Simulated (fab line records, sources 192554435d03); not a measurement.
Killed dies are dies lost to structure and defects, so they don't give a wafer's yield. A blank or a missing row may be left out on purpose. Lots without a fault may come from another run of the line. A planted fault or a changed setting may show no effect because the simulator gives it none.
Problem report in the 8D (eight disciplines) form, filled by code | flow n5_finfet | the parts of the form that need people (team, actions taken, sign-off) are left out

1. THE PROBLEM
run_length_s at N5_BEOL_M1_CO_CAP_55 reads a mean of 58.9 s on 2 wafers of 1 lot; wafers without a fault read 124.9 s with a standard deviation of 0.55. That is -99 or more standard deviations from the usual mean.
The step: material Co, precursor CCTBA/H2, target thk 2 nm, time 102.1 s.
First seen on wafer L605.5, day 9 12:53, on cvd_co-01. The record holds 29 wafers of 10 lots with a number at this step. Rule for "out", or "out of limits": more than 4 standard deviations from the usual mean. The other wafers with a number count as sound.

2. WHAT IT IS AND WHAT IT IS NOT
question                    | is               | is not
which readings at this step | run_length_s     | heater_power_w
which lots                  | L605             | L598, L599, L600, L601, L602, L604, L614, L615, L618
which wafers of those lots  | L605.5, L605.6   | L605.3
read on which tools         | cvd_co-01        | cvd_co-02
when                        | from day 9 12:53 | up to then (18 sound wafers); but 9 sound wafers of L614, L615, L618 came after

3. SUSPECTS, AND WHAT RULES EACH OUT
Counting: a tool at a process step up to the reading stays a suspect if it ran every lot that is out. Sound lots after the first of them don't rule it out here, since some wafers of a struck lot are sound.
- pvd_sputter-02 at N5_BEOL_M1_SURFACE_TREAT_85: kept. It ran the lot that is out, L605 (day 9 09:47); its last sound lot up to then is L604 (day 9 06:17).
- cvd_co-01 at N5_BEOL_M1_CO_CAP_55 (material Co, precursor CCTBA/H2, target thk 2 nm, time 102.1 s): kept. It ran the lot that is out, L605 (day 9 12:53); its last sound lot up to then is L599 (day 8 08:01). Its own readings are out on those wafers: run_length_s.
- Within cvd_co-01 at N5_BEOL_M1_CO_CAP_55: the wafers that are out ran in chambers 0, 2; their sound lot-mates ran in chamber 1.
Left after counting: pvd_sputter-02 at N5_BEOL_M1_SURFACE_TREAT_85, cvd_co-01 at N5_BEOL_M1_CO_CAP_55.

4. THE CAUSE (what the simulator had put in)
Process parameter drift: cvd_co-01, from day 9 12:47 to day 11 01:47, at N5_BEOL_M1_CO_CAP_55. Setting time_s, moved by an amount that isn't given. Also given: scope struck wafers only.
Counting left 2 suspects, and this tool is among them.

5. THE CHAIN OF EFFECTS, in route order
Each row: a reading whose mean over the struck wafers that have a number lies more than 3 standard deviations from the usual. Only readings for which the record gives a usual standard deviation are gone through. hours: the time from each lot's start at the first step in this table that gives one to its start at this step, as a median over the lots. sigmas: the change in usual standard deviations.
hours | step                 | reading      | usual   | on struck wafers | change | sigmas
0     | N5_BEOL_M1_CO_CAP_55 | run_length_s | 124.9 s | 58.9             | -66.0  | -99 or more
The process steps in it:
- N5_BEOL_M1_CO_CAP_55: material Co, precursor CCTBA/H2, target thk 2 nm, time 102.1 s.
Later measuring or inspecting steps at which every struck wafer that the step has a row for has a number for every such reading, and none has moved that far: N5_BEOL_M2_THK_MEAS_01, N5_BEOL_M4_RC_MEAS_101.

6. WHAT WOULD HAVE CAUGHT IT SOONER
In this record the first reading out of limits was taken at day 9 12:53, 0 hours after the fault began at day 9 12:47.
